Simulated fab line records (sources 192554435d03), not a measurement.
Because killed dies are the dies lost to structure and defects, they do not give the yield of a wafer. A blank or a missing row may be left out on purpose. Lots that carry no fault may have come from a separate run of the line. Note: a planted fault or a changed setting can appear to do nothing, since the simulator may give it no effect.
Matching of chambers -- flow n5 finfet -- N5_BEOL_M11_CURE_71 on uv cure-02: 3 sister chambers
The step cures SiCOH lowk, time 240 s. 18 wafers are shown with their chamber, then 9 later ones without.

== WAFERS, EACH WITH ITS CHAMBER ==
wafer,chamber,wafer_temp_C_max,lamp power pct (%)
L080.3,2,386.6,52.39
L080.4,2,386.8,52.31
L080.5,2,386.2,52.30
L078.1,1,387.2,52.29
L078.5,1,387.1,52.28
L078.6,1,386.9,52.44
L083.2,0,386.7,52.35
L083.4,0,387.2,52.27
L083.5,0,387.4,52.37
L089.1,2,387.1,52.32
L089.3,2,387.0,52.26
L089.4,2,387.2,52.28
L088.3,0,386.4,52.36
L088.5,0,386.2,52.29
L088.6,0,387.1,52.24
L094.1,0,387.0,52.41
L094.4,0,386.9,52.34
L094.6,0,387.0,52.23

SIGNATURES (averages over the wafers above)
reading,chamber 0,chamber 1,chamber 2,scatter within a chamber
wafer_temp_C_max,386.878,387.067,386.817,0.357
lamp power pct,52.3178,52.3367,52.3100,0.0619
Rule: a wafer lies at a distance from a chamber equal to the root of the sum of squares, over the readings, of (its reading less the chamber's mean, divided by the reading's scatter). The wafer belongs to the nearest chamber; if the next one is less than 2 further off, it can't be placed. The scatter: the root of (the sum of the squares of (reading less its chamber's mean) over the shown wafers, divided by (wafers less chambers)).

== WAFERS WITHOUT THEIR CHAMBER ==
wafer,wafer_temp_C_max,lamp power pct (%)
L096.1,386.2,52.28
L096.2,386.8,52.22
L096.3,386.4,52.23
L096.4,387.3,52.31
L096.5,386.8,52.24
L096.6,386.5,52.32
L095.1,387.1,52.37
L095.3,386.9,52.38
L095.4,386.8,52.39

== EACH ONE'S CHAMBER ==
wafer,from the rows above,in truth
L096.1,can't be placed: 2 or 0 or 1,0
L096.2,can't be placed: 2 or 0 or 1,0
L096.3,can't be placed: 2 or 0 or 1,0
L096.4,can't be placed: 1 or 0 or 2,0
L096.5,can't be placed: 2 or 0 or 1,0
L096.6,can't be placed: 2 or 0 or 1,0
L095.1,can't be placed: 1 or 0 or 2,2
L095.3,can't be placed: 1 or 0 or 2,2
L095.4,can't be placed: 1 or 0 or 2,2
Correct placement for 0 of the 9. Cannot be placed on the basis of these rows: 9; the candidates contain the true chamber in 9. Wrongly placed: 0.
